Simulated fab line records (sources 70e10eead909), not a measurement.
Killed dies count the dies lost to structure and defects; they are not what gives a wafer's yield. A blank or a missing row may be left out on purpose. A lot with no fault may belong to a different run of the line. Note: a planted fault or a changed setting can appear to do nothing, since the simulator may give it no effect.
A lot that was struck, set against a sound lot	flow nandHarc	23 steps out of a route of 1302
Sound: wafers L618.2, L618.3, L618.5. The struck wafers were L621.3, L621.5, L621.6. The cause is given at the end.
Order at every step that has rows: each side's tool, ch and its chambers, its first start. Under that, the readings that differ: sound wafers	struck wafers	difference of the means	sigmas: that difference in standard deviations of wafers without a fault.
alike: words and numbers the same on both sides, and readings whose means are apart by under 2 such deviations; not compared: readings that were withheld, readings missing a value for some wafer, numbers with overlapping values and no deviation given by the record, and bounds like >300 which may hide the same value.
Wherever a step has rows on one side only, a row that says differs or no value, or a row with sigmas, the two part there. Non-overlapping numbers with no deviation appear without sigmas and do not part them. A reading missing from all wafers of one side parts the sides only when that side holds two or more wafers.

NHARC_P_M0_INSPECT_27:
  sound on defectInspect-02, day 11 13:00; struck on defectInspect-02, day 12 19:03
  alike: rawDefectCount
NHARC_P_M0_PRE_CLEAN_31: time 12 s.
  sound on pecvd-02 ch 0,1,2, day 11 13:05; struck on pecvd-03 ch 0,2, day 12 19:07
  alike: heaterPowerW
  not compared: sinceWetCleanH
NHARC_P_M0_DEP_32: deposits SiCN, target thk 30 nm.
  sound on pecvd-02 ch 0,1,2, day 11 13:11; struck on pecvd-03 ch 0,2, day 12 19:11
  alike: heaterPowerW, showerheadVppV
  not compared: sinceWetCleanH
then, 8 steps without rows for these wafers: NHARC_P_M1_DEP_00 (deposits SiOC, target thk 182.5 nm); NHARC_P_M1_DEHYDRATE_01 (time 120 s); NHARC_P_M1_HMDS_02 (time 30 s); NHARC_P_M1_COAT_34 (time 65 s); NHARC_P_M1_COAT_03 (resist thk 90 nm); NHARC_P_M1_SOFTBAKE_04 (time 55 s); NHARC_P_M1_EBR_05; NHARC_P_M1_EXPOSE_06 (exposes mask P M1, target cd 130 nm).
NHARC_P_M1_PEB_07: peb time 65 s.
  sound on lithoTrack-04 ch 0, day 11 14:19; struck on lithoTrack-04 ch 0, day 12 20:22
reading	sound	struck	difference	sigmas
heaterPowerTotalW (W)	156.3 157.1 157.0	160.2 160.8 160.9	+3.8	+9
plateTempC (C)	100.22 100.15 100.17	101.70 101.83 101.62	+1.54	+13
then, 1 step without rows for these wafers: NHARC_P_M1_DEVELOP_08 (develop time 35 s).
NHARC_P_M1_CD_MEAS_09: target cd 130 nm.
  sound on cdSem-02 ch 0, day 11 14:24; struck on cdSem-03 ch 0, day 12 20:27
reading	sound	struck	difference	sigmas
cdNm (nm)	129.6 129.9 130.8	136.2 137.6 137.0	+6.8	+9
NHARC_P_M1_OVL_MEAS_10: pitch 260 nm.
  sound on overlay-01, day 11 14:29; struck on overlay-02, day 12 20:32
  alike: overlayXNm, overlayYNm
NHARC_P_M1_INSPECT_11:
  sound on defectInspect-01, day 11 14:31; struck on defectInspect-01, day 12 20:34
  alike: rawDefectCount
NHARC_P_M1_DESCUM_14: chemistry O2, time 3 s.
  sound on rieDiel-12 ch 1,2,3, day 11 14:35; struck on rieDiel-01 ch 0,1,2, day 12 20:40
reading	sound	struck	difference	sigmas
model.P_M1.cdNm (nm)	130.4 129.7 130.8	137.2 138.3 137	+7.2	
  alike: drypumpMotorCurrentA, oesProductAu, rfVppV, showerheadPlenumPTorr, throttleValvePct
  not compared: rfHoursCounterH
NHARC_P_M1_ETCH_35: etches the open film in N2/H2, target depth 40 nm, overetch 12 nm, time 43.94 s.
  sound on rieDiel-12 ch 0,2,3, day 11 14:41; struck on rieDiel-01 ch 1,2, day 12 20:43
reading	sound	struck	difference	sigmas
drypumpMotorCurrentA (A)	5.5 5.3 5.4	6.6 6.2 6.6	+1.1	+2
  alike: oesProductAu, rfVppV, showerheadPlenumPTorr, throttleValvePct
  not compared: rfHoursCounterH
NHARC_P_M1_ETCH_15: etches the open film in C4F8/Ar, target depth 182.5 nm, time 91.2 s.
  sound on rieDiel-12 ch 0,1,2; struck on rieDiel-01 ch 0,2,3
  alike: oesProductAu, rfVppV
  not compared: rfHoursCounterH
NHARC_P_M1_CD_MEAS_16:
  sound on cdSem-02, day 11 14:53; struck on cdSem-03, day 12 20:56
reading	sound	struck	difference	sigmas
cdNm (nm)	130.4 129.6 130.5	137.5 137.6 136.9	+7.2	+7
NHARC_P_M1_STRIP_18: strips in N2/H2.
  sound on rieDiel-01 ch 1,3, day 11 14:59; struck on rieDiel-01 ch 0,1,2, day 12 21:05
  alike: drypumpMotorCurrentA, oesProductAu, rfVppV, showerheadPlenumPTorr, throttleValvePct
  not compared: rfHoursCounterH
NHARC_P_M1_ETCH_28: etches the open film in CF4/N2, target depth 30 nm, time 72.99 s.
  sound on rieDiel-01 ch 0,3; struck on rieDiel-01 ch 1,2
reading	sound	struck	difference	sigmas
model.P_M1.cdNm (nm)	130.4 129.6 130.6	138.7 139 137.9	+8.3	
  alike: drypumpMotorCurrentA, oesProductAu, rfVppV, showerheadPlenumPTorr, throttleValvePct
  not compared: rfHoursCounterH
then, 1 step without rows for these wafers: NHARC_P_M1_STRIP_19 (strips in post etch residue remover, time 600 s).

== WHERE THEY PART ==
Last at NHARC_P_M1_CD_MEAS_16 as far as this record goes, first at NHARC_P_M1_PEB_07. Later steps at which nothing parts them and some readings are alike: NHARC_P_M1_STRIP_18, NHARC_P_M1_ETCH_28.

WHY: the cause the simulator had injected
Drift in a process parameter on lithoTrack-04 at NHARC_P_M1_PEB_07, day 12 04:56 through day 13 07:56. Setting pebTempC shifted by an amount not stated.
